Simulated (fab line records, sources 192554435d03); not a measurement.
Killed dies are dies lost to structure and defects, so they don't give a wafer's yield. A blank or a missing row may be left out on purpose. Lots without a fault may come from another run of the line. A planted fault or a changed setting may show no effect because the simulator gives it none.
fab line records | flow n5_finfet
record lots=8 wafers=24 last_day=20
route steps=1938 shown BEOL_M4@1037 PASSIVATION@1936
lots that met no fault: from a run of the same line without faults
start_h: hours from the record's first day to the start of the lot's first wafer shown | wait_h: hours since the lot's step before | " the same as in the row above | L1.1+2: a row that stands for several wafers | - no value, or no start given | * or withheld: withheld | < > ~ a bound
route shown NAME@n: a module of which the file shows steps, and the number in the route of the first | usual: mean/standard deviation of fault-free wafers | same: alike in all rows | chamber/n: place in a boat | sites: the reading at each site | _std_site: their standard deviation | _edge_site: outer sites' mean less inner sites' | radius_mm: how far each site lies from the wafer's centre | mask NAME#n: copy n | behind: the tool/chamber that last shaped the wafer | hold: why the lot was held/for how many hours/how that ended | device: the transistor (n, p or np) that didn't switch | end of line: the same wafers' tests at the end of the route | a step without rows: its recipe alone | killed: dies lost to structure and defects at the first sort, not the wafer's yield | map: a wafer's dies, x killed, . not, _ none there
set.NAME: the setting as run; set.NAME@STEP: as run at that earlier step | model.NAME: the simulator's own value behind a step, which no gauge read
steps of the route over a sample of lots; a table a step, a row a wafer
services: from which hour (start_h, from the record's first day; less than 0 if before it) a tool's chamber was out of use, for how many hours, and why
## steps
# step N5_BEOL_M4_DESCUM_16
# recipe chemistry=O2 time_s=7 source_power_w=50 bias_power_w=20 pressure_mtorr=20 rf_frequency_hz=2.712e+07 temp_c=40 resist=CAR-EUV o2_flow_sccm=225
# usual drypump_motor_current_A=5.5/0.51 oes_product_au=0.79/0.079 rf_vpp_V=243.1/1.3 showerhead_plenum_p_Torr=2.09/0.062 throttle_valve_pct=20.18/0.2
# same time_s=7
# columns lot.wafer tool chamber start_h wait_h drypump_motor_current_A oes_product_au rf_hours_counter_h rf_vpp_V showerhead_plenum_p_Torr throttle_valve_pct
L681.3 rie_diel-05 3 217.93 0.0 5.2 0.93 26 243.0 2.04 20.09
L681.5 " 2 " " 5.4 0.76 - 244.0 2.08 19.97
L681.6 " 3 " " 5.3 0.92 - 241.2 2.04 20.10
L687.2 rie_diel-05 0 245.22 0.1 5.3 0.80 119 242.4 2.09 20.25
L687.3 " 2 " " 5.4 0.76 157 242.9 2.08 19.99
L687.4 " 1 " " 6.4 0.85 52 242.7 2.03 19.98
L686.2 rie_diel-05 2 251.26 0.0 5.4 0.75 159 242.0 2.08 20.00
L686.5 " 0 " " 5.3 0.79 - 244.1 2.09 20.25
L686.6 " 1 " " 6.4 0.84 - 241.7 2.03 19.96
L691.2 rie_diel-05 2 283.85 0.2 5.4 0.75 172 242.2 2.07 20.01
L691.3 " 3 " " 5.3 0.87 51 242.3 2.03 20.14
L691.5 " 3 " " 5.3 0.88 - 242.3 2.03 20.13
L694.2 rie_diel-05 0 303.70 0.0 5.3 0.77 139 243.2 2.09 20.29
L694.4 " 3 " " 5.2 0.87 56 242.2 2.03 20.15
L694.5 " 3 " " 5.3 0.87 - 241.8 2.03 20.13
L697.1 rie_diel-04 2 307.58 0.0 4.9 0.71 188 243.0 2.06 19.95
L697.5 " 2 " " 4.9 0.70 - 243.9 2.06 19.96
L697.6 " 0 " " 5.8 0.92 - 242.4 2.05 19.94
L696.1 rie_diel-05 2 312.12 0.7 5.4 0.72 181 243.3 2.07 20.01
L696.4 " 0 " " 5.3 0.77 143 243.4 2.09 20.29
L696.6 " 1 " " 6.4 0.82 - 243.6 2.02 20.00
L698.2 rie_diel-01 1 327.58 0.0 5.1 0.70 216 244.6 2.17 20.49
L698.3 " 0 " " 5.5 0.68 243 243.3 2.07 20.61
L698.4 " 3 " " 5.6 0.78 114 241.8 2.02 20.10
# step N5_BEOL_M4_STRIP_66
# recipe chemistry=CF4 resist=SiARC power_w=300 bias_power_w=75 pressure_mtorr=50 cf4_flow_sccm=150 rf_frequency_hz=6e+07
# usual cf4_flow_sccm=150.0/0.48 drypump_motor_current_A=5.5/0.51 oes_product_au=0.78/0.078 rf_vpp_V=271.0/1.3 showerhead_plenum_p_Torr=1.79/0.04 throttle_valve_pct=13.41/0.18
# columns lot.wafer tool chamber start_h wait_h cf4_flow_sccm drypump_motor_current_A oes_product_au rf_hours_counter_h rf_vpp_V showerhead_plenum_p_Torr throttle_valve_pct
L681.3 rie_diel-05 3 218.14 0.0 150.3 5.2 0.91 26 271.6 1.77 13.35
L681.5 " 2 " " 150.7 5.4 0.75 - 270.6 1.80 13.31
L681.6 " 3 " " 149.6 5.3 0.91 - 269.8 1.77 13.32
L687.2 rie_diel-05 0 245.43 0.0 149.9 5.3 0.77 119 269.6 1.82 13.57
L687.3 " 2 " " 150.8 5.4 0.74 157 271.9 1.79 13.33
L687.4 " 1 " " 149.2 6.4 0.84 52 269.7 1.76 13.27
L686.2 rie_diel-05 2 251.47 0.0 150.1 5.3 0.74 159 270.5 1.79 13.34
L686.5 " 0 " " 150.5 5.3 0.77 - 270.7 1.82 13.58
L686.6 " 1 " " 150.1 6.4 0.83 - 270.4 1.76 13.26
L691.2 rie_diel-05 2 284.06 0.0 150.2 5.4 0.73 172 271.0 1.79 13.37
L691.3 " 3 " " 149.0 5.3 0.87 51 269.4 1.77 13.41
L691.5 " 3 " " 150.3 5.3 0.88 - 268.3 1.77 13.39
L694.2 rie_diel-05 0 303.91 0.0 150.5 5.2 0.75 139 271.4 1.81 13.61
L694.4 " 3 " " 150.3 5.2 0.86 56 271.3 1.76 13.41
L694.5 " 3 " " 149.7 5.3 0.86 - 270.2 1.76 13.41
L697.1 rie_diel-04 2 307.79 0.0 150.3 4.9 0.71 188 269.2 1.77 13.28
L697.5 " 2 " " 150.2 4.9 0.71 - 269.7 1.77 13.28
L697.6 " 0 " " 149.6 5.7 0.92 - 271.7 1.76 13.14
L696.1 rie_diel-05 2 312.33 0.0 150.5 5.4 0.72 181 270.5 1.79 13.38
L696.4 " 0 " " 149.9 5.2 0.75 143 272.0 1.81 13.64
L696.6 " 1 " " 149.8 6.4 0.81 - 269.9 1.76 13.30
L698.2 rie_diel-01 1 327.80 0.0 150.5 5.1 0.69 216 273.0 1.82 13.57
L698.3 " 0 " " 149.6 5.5 0.67 243 269.4 1.77 13.79
L698.4 " 3 " " 149.1 5.6 0.78 114 268.9 1.75 13.39
# step N5_BEOL_M4_ETCH_69
# recipe chemistry=CF4 target=SiARC target_depth_a=156 mask_material=CAR-EUV time_s=26 ion_energy_ev=80 pressure_mtorr=40 source_w=545 bias_w=36 Ar_flow_sccm=100 cf4_flow_sccm=100 ends=cleared
# usual cf4_flow_sccm=100.00/0.29 drypump_motor_current_A=5.7/0.57 etch_rf_on_time_s=26.3/0.75 oes_product_au=0.67/0.075 rf_vpp_V=184.1/1 showerhead_plenum_p_Torr=2.14/0.046 throttle_valve_pct=15.44/0.18
# columns lot.wafer tool chamber start_h wait_h cf4_flow_sccm drypump_motor_current_A etch_rf_on_time_s oes_product_au rf_hours_counter_h rf_vpp_V showerhead_plenum_p_Torr throttle_valve_pct
L681.3 rie_diel-04 2 219.02 0.0 99.76 4.9 27.6 0.62 153 183.5 2.14 15.22
L681.5 " 2 " " 99.79 4.9 27.7 0.61 - 184.5 2.14 15.24
L681.6 " 3 " " 99.68 6.5 25.9 0.61 - 185.3 2.20 15.51
L687.2 rie_diel-04 3 246.47 0.0 99.58 6.5 25.6 0.60 226 184.5 2.19 15.52
L687.3 " 0 " " 100.37 5.8 26.4 0.57 249 182.9 2.12 15.71
L687.4 " 2 " " 99.88 4.9 27.8 0.61 162 184.2 2.13 15.24
L686.2 rie_diel-05 1 252.31 0.0 100.02 6.4 27.3 0.69 55 184.0 2.10 15.30
L686.5 " 1 " " 99.53 6.4 27.5 0.71 - 184.0 2.10 15.31
L686.6 " 2 " " 99.94 5.4 25.5 0.65 - 184.9 2.15 15.38
L691.2 rie_diel-04 0 284.86 0.0 99.80 5.7 31.3 0.74 5 183.8 2.12 15.21
L691.3 " 2 " " 100.06 4.9 27.6 0.60 181 184.4 2.13 15.30
L691.5 " 0 " " 99.91 5.7 31.8 0.73 - 183.4 2.12 15.19
L694.2 rie_diel-04 1 304.91 0.0 99.40 6.3 26.1 0.70 77 184.2 2.16 15.64
L694.4 " 2 " " 99.42 4.9 28.0 0.59 - 184.0 2.12 15.30
L694.5 " 0 " " 100.34 5.7 32.0 0.72 - 182.8 2.12 15.21
L697.1 rie_diel-05 3 309.98 0.0 100.34 5.3 26.5 0.73 59 182.1 2.10 15.42
L697.5 " 0 " " 100.17 5.2 26.3 0.63 - 184.5 2.15 15.62
L697.6 " 1 " " 99.98 6.4 27.0 0.68 - 183.1 2.10 15.35
L696.1 rie_diel-01 2 313.17 0.0 99.76 5.2 25.4 0.77 23 185.9 2.28 15.16
L696.4 " 0 " " 99.70 5.5 26.9 0.57 240 183.4 2.12 15.80
L696.6 " 0 " " 99.95 5.5 26.8 0.57 - 184.8 2.12 15.80
L698.2 rie_diel-01 1 328.66 0.0 100.34 5.1 26.1 0.60 217 184.5 2.19 15.62
L698.3 " 3 " " 100.00 5.6 25.9 0.68 114 182.9 2.07 15.36
L698.4 " 2 " " 99.69 5.2 25.7 0.77 26 185.9 2.28 15.17
# step N5_BEOL_M4_ETCH_41
# recipe chemistry=CH3F/O2 target=SiCN target_depth_a=299 taper_deg=2 time_s=52.5 ion_energy_ev=120 mask_material=TiN pressure_mtorr=30 source_w=395 bias_w=75 Ar_flow_sccm=150 CH3F_flow_sccm=30 O2_flow_sccm=20
# usual drypump_motor_current_A=5.6/0.49 oes_product_au=0.80/0.091 rf_vpp_V=297.4/1.3 showerhead_plenum_p_Torr=2.01/0.061 throttle_valve_pct=16.14/0.2
# same time_s=52.5
# columns lot.wafer tool chamber start_h wait_h drypump_motor_current_A oes_product_au rf_hours_counter_h rf_vpp_V showerhead_plenum_p_Torr throttle_valve_pct
L681.3 rie_diel-04 3 - - 6.5 0.70 227 297.1 2.04 16.16
L681.5 " 3 " " 6.6 0.70 - 299.3 2.04 16.17
L681.6 " 1 " " 6.4 0.85 - 297.8 2.04 16.35
L687.2 rie_diel-05 2 - - 5.4 0.75 168 297.0 2.01 16.13
L687.3 " 1 " " 6.4 0.81 65 297.1 1.95 16.00
L687.4 " 0 " " 5.3 0.76 132 297.4 2.01 16.22
L686.2 rie_diel-05 0 - - 5.2 0.77 132 296.4 2.01 16.25
L686.5 " 2 " " 5.3 0.74 - 296.9 2.01 16.13
L686.6 " 3 " " 5.3 0.88 - 296.2 1.95 16.06
L691.2 rie_diel-04 1 - - 6.3 0.82 84 298.9 2.03 16.40
L691.3 " 0 " " 5.7 0.93 19 296.9 1.98 16.00
L691.5 " 1 " " 6.3 0.82 - 299.2 2.03 16.41
L694.2 rie_diel-04 0 - - 5.7 0.90 26 296.6 1.98 16.02
L694.4 " 2 " " 4.9 0.70 202 296.9 1.99 16.10
L694.5 " 3 " " 6.6 0.96 - 299.2 2.04 15.84
L697.1 rie_diel-04 3 - - 6.5 0.94 7 298.3 2.03 15.84
L697.5 " 3 " " 6.6 0.94 - 298.6 2.03 15.82
L697.6 " 0 " " 5.7 0.90 - 296.3 1.98 16.02
L696.1 rie_diel-04 0 - - 5.8 0.90 29 296.0 1.98 16.01
L696.4 " 1 " " 6.4 0.81 94 298.6 2.02 16.43
L696.6 " 3 " " 6.5 0.93 - 297.4 2.03 15.84
L698.2 rie_diel-01 2 - - 5.2 0.89 33 299.4 2.14 15.94
L698.3 " 1 " " 5.1 0.69 224 297.7 2.07 16.38
L698.4 " 1 " " 5.1 0.70 - 298.6 2.07 16.40
# step N5_BEOL_M4_RC_MEAS_101
# usual DIBL_N=37.1/2.6 DIBL_P=38/3 IOFF_N=0.18/0.052 IOFF_P=0.25/0.06 ION_N=678/15 ION_P=467/8.6 SS_N=71.7/0.73 SS_P=73.7/0.89 VT_N=249/4.3 VT_P=-248/3.8
# columns lot.wafer tool chamber start_h wait_h DIBL_N[mV/V] DIBL_P[mV/V] IOFF_N[nA/um] IOFF_P[nA/um] ION_N[uA/um] ION_P[uA/um] SS_N[mV/dec] SS_P[mV/dec] VT_N[mV] VT_P[mV]
L681.3 prober-01 0 257.73 0.7 37.3 39 0.21 0.29 708 478 71.3 74.5 242 -242
L681.5 " 0 " " 36.6 36 0.16 0.23 683 467 72.1 73.8 248 -246
L681.6 " 0 " " 36.6 38 0.18 0.29 682 476 70.9 74.0 243 -243
L687.2 prober-01 0 283.45 0.2 39.6 41 0.20 0.31 679 463 72.1 75.1 250 -246
L687.3 " 0 " " 37.3 38 0.16 0.21 690 469 71.5 73.7 252 -249
L687.4 " 0 " " 39.5 40 0.21 0.27 693 471 72.2 73.5 245 -247
L686.2 prober-02 0 285.15 0.2 40.1 41 0.23 0.33 688 477 71.7 74.0 246 -242
L686.5 " 0 " " 41.5 40 0.26 0.32 700 475 73.2 74.5 243 -243
L686.6 " 0 " " 40.5 39 0.26 0.30 686 470 71.8 74.3 242 -246
L691.2 prober-02 0 323.27 0.2 36.4 36 0.15 0.20 684 466 71.6 73.5 252 -252
L691.3 " 0 " " 32.7 31 0.10 0.17 666 463 70.4 72.9 257 -253
L691.5 " 0 " " 35.0 33 0.13 0.17 664 455 71.5 72.6 257 -254
L694.2 prober-01 0 342.59 0.2 38.9 39 0.21 0.29 685 470 72.4 73.9 247 -243
L694.4 " 0 " " 38.1 40 0.19 0.34 683 478 72.1 73.0 246 -242
L694.5 " 0 " " 40.2 41 0.25 0.35 692 478 72.4 74.0 243 -241
L697.1 prober-01 0 348.65 0.0 35.4 38 0.15 0.20 669 457 71.1 73.4 253 -252
L697.5 " 0 " " 36.7 39 0.18 0.22 688 465 71.8 73.7 246 -252
L697.6 " 0 " " 35.1 38 0.15 0.21 669 460 71.3 73.4 251 -251
L698.2 prober-02 0 351.22 0.2 38.0 38 0.18 0.25 675 464 72.1 73.6 250 -248
L698.3 " 0 " " 33.1 34 0.10 0.17 655 458 70.9 73.0 258 -255
L698.4 " 0 " " 35.1 35 0.13 0.18 666 455 71.4 73.5 253 -253
L696.1 prober-01 0 351.78 0.7 32.3 34 0.11 0.17 661 452 70.5 71.0 253 -252
L696.4 " 0 " " 36.0 38 0.17 0.25 662 461 72.2 74.0 247 -248
L696.6 " 0 " " 32.8 34 0.12 0.18 671 469 70.6 71.9 254 -252
# step N5_PASSIVATION_PROBE_49
# usual defect_limited_yield=91.4/1.4 killed_at_M0_to_M3=34/9.1 killed_at_M4_up=14/5.2 killed_at_contacts=12/6.4 killed_at_front_end=38/11 killed_at_other=3.7/2.8 killed_dies=102/17 killed_on_rim=14/3.9 killed_open=68/13 killed_short=32/7.8 sort_bin_5_function=5.1/1 sort_bin_6_memory=3.2/0.66 sort_n_pass=1076/19 sort_yield_pct=91.2/1.6
# same gross_dies=1180 killed_at_back_side=0 sort_bin_4_leakage[%]=0 sort_bin_8_speed[%]=0
# columns lot.wafer tool chamber start_h wait_h defect_limited_yield[%] killed_at_M0_to_M3 killed_at_M4_up killed_at_contacts killed_at_front_end killed_at_other killed_dies killed_on_rim killed_open killed_short sort_bin_5_function[%] sort_bin_6_memory[%] sort_n_pass sort_yield_pct[%]
L681.3 prober-01 - 359.22 0.1 92.1 28 20 13 27 5 93 20 62 27 4.5 3.2 1087 92.1
L681.5 prober-01 - 359.32 0.2 89.7 30 25 12 43 11 121 14 84 34 6.0 4.1 1059 89.7
L681.6 prober-01 - 359.37 0.3 89.7 50 14 9 39 9 121 22 84 36 5.3 4.7 1059 89.7
L686.2 prober-02 - 392.30 0.1 87.8 33 24 40 43 4 144 25 102 42 8.3 3.6 1036 87.8
L686.5 prober-02 - 392.45 0.2 91.6 42 11 10 32 4 99 16 67 28 4.8 3.1 1081 91.6
L686.6 prober-02 - 392.50 0.3 91.5 19 22 20 37 2 100 11 70 30 5.8 2.6 1080 91.5
L687.2 prober-02 - 394.27 0.1 91.9 29 15 12 35 5 96 12 59 35 4.3 3.5 1084 91.9
L687.3 prober-02 - 394.32 0.1 92.4 23 18 16 31 2 90 12 63 27 4.0 3.2 1090 92.4
L687.4 prober-02 - 394.37 0.2 90.1 42 18 9 45 3 117 17 83 34 6.1 3.8 1063 90.1
L691.2 prober-02 - 432.09 0.1 92.2 45 8 5 32 2 92 13 60 31 3.7 3.2 1088 92.2
L691.3 prober-02 - 432.14 0.1 90.4 45 17 9 34 8 113 16 70 38 5.9 3.5 1067 90.4
L691.5 prober-02 - 432.24 0.2 93.1 33 8 7 26 8 82 9 49 28 4.2 2.5 1098 93.1
L694.2 prober-01 - 449.17 0.1 92.4 28 17 21 23 1 90 8 67 22 4.7 2.7 1090 92.4
L694.4 prober-01 - 449.27 0.2 92.1 37 18 5 32 1 93 13 65 28 4.7 2.9 1087 92.1
L694.5 prober-01 - 449.32 0.2 91.1 47 14 23 21 0 105 15 65 39 5.6 3.1 1075 91.1
L697.1 prober-01 - 450.88 0.0 90.7 46 19 9 33 3 110 20 81 28 5.3 3.6 1070 90.7
L697.5 prober-01 - 451.08 0.2 88.6 39 20 16 60 0 135 18 100 34 6.8 4.3 1045 88.6
L697.6 prober-01 - 451.13 0.3 87.5 52 16 24 53 3 148 17 98 46 8.1 4.2 1032 87.5
L698.2 prober-02 - 456.19 0.1 90.0 42 11 13 48 4 118 19 75 42 5.2 4.1 1062 90.0
L698.3 prober-02 - 456.24 0.1 91.4 29 25 8 36 3 101 12 68 31 4.3 3.6 1079 91.4
L698.4 prober-02 - 456.29 0.2 87.7 39 14 6 80 6 145 19 98 43 7.4 4.4 1035 87.7
L696.1 prober-01 - 468.81 0.0 91.9 41 13 5 32 5 96 15 66 30 5.2 2.7 1084 91.9
L696.4 prober-01 - 468.96 0.2 94.8 26 7 9 16 3 61 10 43 17 2.9 1.9 1119 94.8
L696.6 prober-01 - 469.06 0.3 92.4 46 12 13 17 2 90 13 68 22 4.8 2.6 1090 92.4
# killed by level:class
L681.3 BEOL_M4:geometric_particle:open=10 MOL_CONTACT_COAG:geometric_particle:open=8 BEOL_M2:geometric_particle:open=7 FIN_SAQP:geometric_particle:open=5 STI_FIN_REVEAL:geometric_particle:open=5 BEOL_M3:geometric_particle:open=5 MOL_CONTACT_COAG:geometric_particle:short=5 DUMMY_GATE:geometric_particle:open=4
L681.5 BEOL_M4:geometric_particle:open=17 STI_FIN_REVEAL:geometric_particle:open=16 MOL_CONTACT_COAG:geometric_particle:open=9 BEOL_M3:geometric_particle:open=7 FIN_SAQP:geometric_particle:open=6 GATE_CUT:geometric_particle:short=4 BEOL_M0_SAQP:geometric_particle:short=4 BEOL_M0_SAQP:geometric_particle:open=4
L681.6 BEOL_M2:geometric_particle:open=12 BEOL_M0:geometric_particle:open=10 MOL_CONTACT_COAG:geometric_particle:open=8 BEOL_M4:geometric_particle:open=8 BEOL_M0_SAQP:geometric_particle:short=7 FIN_SAQP:geometric_particle:open=6 STI_FIN_REVEAL:geometric_particle:open=6 BEOL_M3:geometric_particle:open=6
L686.2 MOL_CONTACT_COAG:geometric_particle:open=34 FIN_SAQP:geometric_particle:open=15 BEOL_M4:geometric_particle:open=14 BEOL_M0_SAQP:geometric_particle:open=8 GATE_CUT:geometric_particle:short=7 BEOL_M3:geometric_particle:open=7 FIN_SAQP:geometric_particle:short=6 BEOL_M0_SAQP:geometric_particle:short=6
L686.5 BEOL_M2:geometric_particle:open=13 BEOL_M3:geometric_particle:open=11 MOL_CONTACT_COAG:geometric_particle:open=8 DUMMY_GATE:geometric_particle:open=7 BEOL_M0_SAQP:geometric_particle:short=6 BEOL_M4:geometric_particle:open=5 GATE_CUT:geometric_particle:short=4 BEOL_M0_SAQP:geometric_particle:open=4
L686.6 FIN_SAQP:geometric_particle:open=17 MOL_CONTACT_COAG:geometric_particle:open=14 BEOL_M4:geometric_particle:open=10 MOL_CONTACT_COAG:geometric_particle:short=6 BEOL_M3:geometric_particle:open=6 GATE_CUT:geometric_particle:short=4 FIN_SAQP:geometric_particle:short=3 DUMMY_GATE:geometric_particle:open=3
L687.2 FIN_SAQP:geometric_particle:open=10 MOL_CONTACT_COAG:geometric_particle:open=7 BEOL_M0_SAQP:geometric_particle:short=7 BEOL_M1:geometric_particle:open=7 FIN_SAQP:geometric_particle:short=5 MOL_CONTACT_COAG:geometric_particle:short=5 BEOL_M0_SAQP:geometric_particle:open=5 BEOL_M4:geometric_particle:open=5
L687.3 MOL_CONTACT_COAG:geometric_particle:open=15 FIN_SAQP:geometric_particle:short=14 FIN_SAQP:geometric_particle:open=6 BEOL_M0_SAQP:geometric_particle:open=6 BEOL_M4:geometric_particle:open=6 BEOL_M1:geometric_particle:open=5 BEOL_M0_SAQP:geometric_particle:short=4 GATE_CUT:geometric_particle:open=3
L687.4 FIN_SAQP:geometric_particle:open=15 BEOL_M4:geometric_particle:open=11 BEOL_M3:geometric_particle:open=9 FIN_SAQP:geometric_particle:short=8 BEOL_M0_SAQP:geometric_particle:short=7 BEOL_M1:geometric_particle:open=7 BEOL_M2:geometric_particle:open=7 MOL_CONTACT_COAG:geometric_particle:open=6
L691.2 BEOL_M0_SAQP:geometric_particle:open=17 BEOL_M2:geometric_particle:open=9 STI_FIN_REVEAL:geometric_particle:short=8 DUMMY_GATE:geometric_particle:open=8 BEOL_M0_SAQP:geometric_particle:short=8 STI_FIN_REVEAL:geometric_particle:open=5 BEOL_M3:geometric_particle:open=5 MOL_CONTACT_COAG:geometric_particle:open=4
L691.3 BEOL_M2:geometric_particle:open=17 FIN_SAQP:geometric_particle:short=14 BEOL_M0_SAQP:geometric_particle:open=9 MOL_CONTACT_COAG:geometric_particle:open=8 GATE_CUT:geometric_particle:short=7 BEOL_M1:geometric_particle:open=7 BEOL_M4:geometric_particle:open=5 BEOL_M0_SAQP:geometric_particle:short=4
L691.5 BEOL_M2:geometric_particle:open=9 BEOL_M0_SAQP:geometric_particle:short=9 DUMMY_GATE:geometric_particle:open=7 BEOL_M0_SAQP:geometric_particle:open=7 MOL_CONTACT_COAG:geometric_particle:open=5 FIN_SAQP:geometric_particle:short=3 STI_FIN_REVEAL:geometric_particle:short=3 BEOL_M3:geometric_particle:open=3
L694.2 MOL_CONTACT_COAG:geometric_particle:open=16 BEOL_M2:geometric_particle:open=13 STI_FIN_REVEAL:geometric_particle:open=6 BEOL_M4:geometric_particle:open=6 MOL_CONTACT_COAG:geometric_particle:short=5 FIN_SAQP:geometric_particle:short=4 GATE_CUT:geometric_particle:open=4 BEOL_M0_SAQP:geometric_particle:short=4
L694.4 BEOL_M0_SAQP:geometric_particle:open=13 BEOL_M0_SAQP:geometric_particle:short=9 BEOL_M2:geometric_particle:open=8 FIN_SAQP:geometric_particle:open=7 BEOL_M5:geometric_particle:open=7 GATE_CUT:geometric_particle:short=6 DUMMY_GATE:geometric_particle:open=5 MOL_CONTACT_COAG:geometric_particle:open=4
L694.5 MOL_CONTACT_COAG:geometric_particle:open=17 BEOL_M0_SAQP:geometric_particle:short=12 BEOL_M0_SAQP:geometric_particle:open=8 MOL_CONTACT_COAG:geometric_particle:short=6 BEOL_M1:geometric_particle:open=6 BEOL_M2:geometric_particle:short=6 BEOL_M2:geometric_particle:open=5 GATE_CUT:geometric_particle:short=4
L697.1 BEOL_M0_SAQP:geometric_particle:open=13 BEOL_M4:geometric_particle:open=11 STI_FIN_REVEAL:geometric_particle:open=10 BEOL_M1:geometric_particle:open=9 MOL_CONTACT_COAG:geometric_particle:open=8 BEOL_M0_SAQP:geometric_particle:short=7 BEOL_M2:geometric_particle:open=6 DUMMY_GATE:geometric_particle:open=5
L697.5 FIN_SAQP:geometric_particle:open=15 STI_FIN_REVEAL:geometric_particle:open=15 BEOL_M2:geometric_particle:open=13 MOL_CONTACT_COAG:geometric_particle:open=12 FIN_SAQP:geometric_particle:short=11 BEOL_M1:geometric_particle:open=10 BEOL_M4:geometric_particle:open=9 BEOL_M3:geometric_particle:open=6
L697.6 MOL_CONTACT_COAG:geometric_particle:open=16 BEOL_M1:geometric_particle:open=15 BEOL_M2:geometric_particle:open=12 FIN_SAQP:geometric_particle:open=10 BEOL_M3:geometric_particle:open=9 STI_FIN_REVEAL:geometric_particle:open=8 MOL_CONTACT_COAG:geometric_particle:short=8 STARTING-WAFER:geometric_particle:open=7
L698.2 FIN_SAQP:geometric_particle:open=14 MOL_CONTACT_COAG:geometric_particle:open=13 BEOL_M0_SAQP:geometric_particle:short=12 BEOL_M3:geometric_particle:open=10 FIN_SAQP:geometric_particle:short=8 BEOL_M2:geometric_particle:open=6 STARTING-WAFER:geometric_particle:open=6 ILD0:geometric_particle:open=5
L698.3 BEOL_M4:geometric_particle:open=15 FIN_SAQP:geometric_particle:short=11 BEOL_M2:geometric_particle:open=9 MOL_CONTACT_COAG:geometric_particle:open=8 FIN_SAQP:geometric_particle:open=7 BEOL_M3:geometric_particle:open=7 STI_FIN_REVEAL:geometric_particle:open=5 BEOL_M0:geometric_particle:open=5
L698.4 FIN_SAQP:geometric_particle:open=28 FIN_SAQP:geometric_particle:short=15 BEOL_M2:geometric_particle:open=15 STI_FIN_REVEAL:geometric_particle:open=12 BEOL_M0:geometric_particle:open=6 BEOL_M3:geometric_particle:open=6 GATE_CUT:geometric_particle:short=4 MOL_CONTACT_COAG:geometric_particle:open=4
L696.1 BEOL_M0_SAQP:geometric_particle:open=17 BEOL_M0_SAQP:geometric_particle:short=13 FIN_SAQP:geometric_particle:open=9 BEOL_M4:geometric_particle:open=6 STI_FIN_REVEAL:geometric_particle:open=4 MOL_CONTACT_COAG:geometric_particle:open=4 BEOL_M3:geometric_particle:open=4 FIN_SAQP:geometric_particle:short=3
L696.4 MOL_CONTACT_COAG:geometric_particle:open=9 BEOL_M2:geometric_particle:open=8 BEOL_M3:geometric_particle:open=7 STI_FIN_REVEAL:geometric_particle:open=5 BEOL_M0_SAQP:geometric_particle:short=5 BEOL_M5:geometric_particle:short=3 BEOL_M4:geometric_particle:open=3 STARTING-WAFER:geometric_particle:open=3
L696.6 BEOL_M3:geometric_particle:open=12 MOL_CONTACT_COAG:geometric_particle:open=8 BEOL_M0_SAQP:geometric_particle:open=8 BEOL_M1:geometric_particle:open=8 BEOL_M4:geometric_particle:open=8 BEOL_M2:geometric_particle:open=7 STI_FIN_REVEAL:geometric_particle:open=5 MOL_CONTACT_COAG:geometric_particle:short=5
## services
# columns tool chamber start_h hours kind
rie_diel-04 3 206.48 9.8 repair
rie_diel-01 0 208.40 5.3 repair
rie_diel-05 - 208.65 0.6 repair
rie_diel-01 3 226.33 4.3 repair
rie_diel-05 1 232.14 1.4 repair
rie_diel-01 2 238.47 - clean
rie_diel-01 2 238.47 - consumable_replace:focus_ring
rie_diel-01 2 238.47 - consumable_replace:showerhead
rie_diel-01 2 238.47 17.9 scheduled_down
rie_diel-01 2 238.47 17.9 vent_cycle
rie_diel-04 0 249.99 - clean
rie_diel-04 0 249.99 - consumable_replace:focus_ring
rie_diel-04 0 249.99 21.8 scheduled_down
rie_diel-04 0 249.99 21.8 vent_cycle
rie_diel-04 3 304.27 - clean
rie_diel-04 3 304.27 - consumable_replace:focus_ring
rie_diel-04 3 304.27 19.4 scheduled_down
rie_diel-04 3 304.27 19.4 vent_cycle
rie_diel-01 0 346.66 - clean
rie_diel-01 0 346.66 - consumable_replace:focus_ring
rie_diel-01 0 346.66 20.2 scheduled_down
rie_diel-01 0 346.66 20.2 vent_cycle
## key
first_sign step=N5_BEOL_M4_ETCH_69 reading=etch_rf_on_time_s direction=up sigmas=7.2 usual=* struck=*
effect none on later readings
met_at N5_BEOL_M4_ETCH_69
struck_lots L691,L694
struck_wafers L691.2,L691.5,L694.5
not_acting_at N5_BEOL_M4_DESCUM_16,N5_BEOL_M4_STRIP_66,N5_BEOL_M4_ETCH_41
onset_between 246.47 284.86
fault kind=process_parameter_drift tool=rie_diel-04 chamber=0 onset_h=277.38 steps=N5_BEOL_M4_ETCH_69 channel=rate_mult offset=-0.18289 shape=step end_h=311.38
